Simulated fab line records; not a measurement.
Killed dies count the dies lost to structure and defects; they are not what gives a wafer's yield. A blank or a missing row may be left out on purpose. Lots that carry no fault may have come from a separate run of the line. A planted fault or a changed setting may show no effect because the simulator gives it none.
Lot-split experiment :: flow n5Finfet :: 7 lots, 21 wafers read, on a route of 1938 steps

THE SPLIT
At N5_SDB_COAT_04 (time 60 s, resist thk 18 nm), the setting spinRpm was moved away from the recipe's 1500 rpm on 8 of the 21 wafers read, by -10.5% to -8.3%. The other wafers ran this setting at the recipe's value.

FROM THE SPLIT TO THE READING: what the file shows between them, 4 steps
- N5_SDB_COAT_05: resist thk 90 nm
- N5_SDB_EBR_07
- N5_SDB_DESCUM_16: chemistry O2, time 7.9 s
- N5_SDB_ETCH_17: etches SiARC in CF4, target depth 23.4 nm, time 39 s

THE READING
SiARC_of_SDB_COAT_04.thkNm (the simulator's own value, which no gauge read), in nm, at N5_SDB_ETCH_18 (etches SOC in N2/H2, target depth 100 nm, overetch 20 nm, time 150 s). There is no usual value for it anywhere in the file. Across the 13 wafers here that went through the recipe, the average is 12.8 nm and the standard deviation 0.15 nm.

wafer: L076.1
tool, chamber at the split: lithoTrack-03, 0
spinRpm as run, rpm: 1368
against the recipe: -8.8%
SiARC_of_SDB_COAT_04.thkNm, nm: 13.6
against lot-mates on the recipe: +0.9

wafer: L076.2
tool, chamber at the split: lithoTrack-03, 0
spinRpm as run, rpm: 1500
against the recipe: recipe
SiARC_of_SDB_COAT_04.thkNm, nm: 12.6
against lot-mates on the recipe: -

wafer: L076.3
tool, chamber at the split: lithoTrack-03, 0
spinRpm as run, rpm: 1500
against the recipe: recipe
SiARC_of_SDB_COAT_04.thkNm, nm: 12.8
against lot-mates on the recipe: -

wafer: L077.1
tool, chamber at the split: lithoTrack-05, 0
spinRpm as run, rpm: 1375
against the recipe: -8.3%
SiARC_of_SDB_COAT_04.thkNm, nm: 13.6
against lot-mates on the recipe: +1.0

wafer: L077.4
tool, chamber at the split: lithoTrack-05, 0
spinRpm as run, rpm: 1500
against the recipe: recipe
SiARC_of_SDB_COAT_04.thkNm, nm: 12.6
against lot-mates on the recipe: -

wafer: L077.6
tool, chamber at the split: lithoTrack-05, 0
spinRpm as run, rpm: 1375
against the recipe: -8.3%
SiARC_of_SDB_COAT_04.thkNm, nm: 13.6
against lot-mates on the recipe: +1.0

wafer: L080.2
tool, chamber at the split: lithoTrack-03, 0
spinRpm as run, rpm: 1342
against the recipe: -10.5%
SiARC_of_SDB_COAT_04.thkNm, nm: 13.8
against lot-mates on the recipe: no lot-mate on the recipe

wafer: L080.3
tool, chamber at the split: lithoTrack-03, 0
spinRpm as run, rpm: 1342
against the recipe: -10.5%
SiARC_of_SDB_COAT_04.thkNm, nm: 13.8
against lot-mates on the recipe: no lot-mate on the recipe

wafer: L080.5
tool, chamber at the split: lithoTrack-03, 0
spinRpm as run, rpm: 1342
against the recipe: -10.5%
SiARC_of_SDB_COAT_04.thkNm, nm: 14
against lot-mates on the recipe: no lot-mate on the recipe

wafer: L083.2
tool, chamber at the split: lithoTrack-05, 0
spinRpm as run, rpm: 1500
against the recipe: recipe
SiARC_of_SDB_COAT_04.thkNm, nm: 12.6
against lot-mates on the recipe: -

wafer: L083.4
tool, chamber at the split: lithoTrack-05, 0
spinRpm as run, rpm: 1500
against the recipe: recipe
SiARC_of_SDB_COAT_04.thkNm, nm: 13
against lot-mates on the recipe: -

wafer: L083.6
tool, chamber at the split: lithoTrack-05, 0
spinRpm as run, rpm: 1500
against the recipe: recipe
SiARC_of_SDB_COAT_04.thkNm, nm: 13
against lot-mates on the recipe: -

wafer: L084.2
tool, chamber at the split: lithoTrack-02, 0
spinRpm as run, rpm: 1500
against the recipe: recipe
SiARC_of_SDB_COAT_04.thkNm, nm: 12.8
against lot-mates on the recipe: -

wafer: L084.4
tool, chamber at the split: lithoTrack-02, 0
spinRpm as run, rpm: 1360
against the recipe: -9.3%
SiARC_of_SDB_COAT_04.thkNm, nm: 13.6
against lot-mates on the recipe: +0.8

wafer: L084.6
tool, chamber at the split: lithoTrack-02, 0
spinRpm as run, rpm: 1360
against the recipe: -9.3%
SiARC_of_SDB_COAT_04.thkNm, nm: 13.6
against lot-mates on the recipe: +0.8

wafer: L093.1
tool, chamber at the split: lithoTrack-02, 0
spinRpm as run, rpm: 1500
against the recipe: recipe
SiARC_of_SDB_COAT_04.thkNm, nm: 13
against lot-mates on the recipe: -

wafer: L093.2
tool, chamber at the split: lithoTrack-02, 0
spinRpm as run, rpm: 1500
against the recipe: recipe
SiARC_of_SDB_COAT_04.thkNm, nm: 12.8
against lot-mates on the recipe: -

wafer: L093.4
tool, chamber at the split: lithoTrack-02, 0
spinRpm as run, rpm: 1500
against the recipe: recipe
SiARC_of_SDB_COAT_04.thkNm, nm: 12.6
against lot-mates on the recipe: -

wafer: L094.2
tool, chamber at the split: lithoTrack-03, 0
spinRpm as run, rpm: 1500
against the recipe: recipe
SiARC_of_SDB_COAT_04.thkNm, nm: 12.8
against lot-mates on the recipe: -

wafer: L094.3
tool, chamber at the split: lithoTrack-03, 0
spinRpm as run, rpm: 1500
against the recipe: recipe
SiARC_of_SDB_COAT_04.thkNm, nm: 12.8
against lot-mates on the recipe: -

wafer: L094.4
tool, chamber at the split: lithoTrack-03, 0
spinRpm as run, rpm: 1500
against the recipe: recipe
SiARC_of_SDB_COAT_04.thkNm, nm: 12.8
against lot-mates on the recipe: -

FIT RESULTS
A straight line over all 21 wafers: SiARC_of_SDB_COAT_04.thkNm changes by -0.0972 nm for each +1% of spinRpm; r = -0.96; the points scatter about the line by 0.13 nm.
The same after taking each lot's own level away (the mean of its wafers on the recipe; 18 wafers): -0.101 nm for each +1%; r = -0.95; scatter 0.14 nm.
On that fit, the largest move of spinRpm shifts the reading by 1.1 nm.
Across the lots, their own levels run from 12.60 to 12.87 nm, a range of 1.8 times the standard deviation given above.
Hence the lot-to-lot level has little effect on the slope; both slopes agree.
Check: for one of the wafers moved furthest among these (-9.3%), held out of the fit, the line's prediction against its lot-mates is +0.986 nm. Against them it came out at +0.8 nm.

THE OTHER SPLITS THESE WAFERS WENT THROUGH
These wafers also went through other splits before the reading. Each is held against what the fit with the lots' levels taken away leaves over:
other split on the same wafers: N5_WELL_APT_PEB_06 pebTimeS
wafers away from the commonest value: 5
r with SiARC_of_SDB_COAT_04.thkNm (lot level and that fit taken away): -0.12

other split on the same wafers: N5_FIN_SAQP_SPACER1_ALD_24 tempC
wafers away from the commonest value: 12
r with SiARC_of_SDB_COAT_04.thkNm (lot level and that fit taken away): -0.13

other split on the same wafers: N5_FIN_CUT_CUT_ETCH_15 biasW
wafers away from the commonest value: as run: not given for these wafers
r with SiARC_of_SDB_COAT_04.thkNm (lot level and that fit taken away): -

other split on the same wafers: N5_SD_EPI_N_EPI_21 epiGrowthTimeS
wafers away from the commonest value: 6
r with SiARC_of_SDB_COAT_04.thkNm (lot level and that fit taken away): +0.35

other split on the same wafers: N5_SD_EPI_N_PRECLEAN_49 timeS
wafers away from the commonest value: 1
r with SiARC_of_SDB_COAT_04.thkNm (lot level and that fit taken away): +0.00

other split on the same wafers: N5_SDB_COAT_03 spinRpm
wafers away from the commonest value: 7
r with SiARC_of_SDB_COAT_04.thkNm (lot level and that fit taken away): -0.21

THE WHOLE CHAIN: every reading that the file lists as answering this split, in the file's order
step: N5_SDB_COAT_04
what it does: time 60 s, resist thk 18 nm
reading: SiARC_of_SDB_COAT_04.thkNm (the simulator's own value, which no gauge read)
change (the file's fit): -0.0905 nm for each +1% of the setting
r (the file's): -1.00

step: N5_SDB_ETCH_17
what it does: etches SiARC in CF4, target depth 23.4 nm, time 39 s
reading: etchRfOnTimeS
change (the file's fit): withheld for each +1% of the setting
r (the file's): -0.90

step: N5_SDB_ETCH_17
what it does: etches SiARC in CF4, target depth 23.4 nm, time 39 s
reading: etch.depthNm (the simulator's own value, which no gauge read)
change (the file's fit): -0.0981 nm for each +1% of the setting
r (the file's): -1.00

step: N5_SDB_ETCH_17
what it does: etches SiARC in CF4, target depth 23.4 nm, time 39 s
reading: CAR-ArF_of_SDB_COAT_05.thkNm (the simulator's own value, which no gauge read)
change (the file's fit): +0.1 nm for each +1% of the setting
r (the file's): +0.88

step: N5_SDB_ETCH_18
what it does: etches SOC in N2/H2, target depth 100 nm, overetch 20 nm, time 150 s
reading: SiARC_of_SDB_COAT_04.thkNm (the simulator's own value, which no gauge read)
change (the file's fit): -0.101 nm for each +1% of the setting
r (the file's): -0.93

THE FILE'S OWN FIT
SiARC_of_SDB_COAT_04.thkNm changes by -0.101 nm for each +1% of spinRpm, r = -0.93.
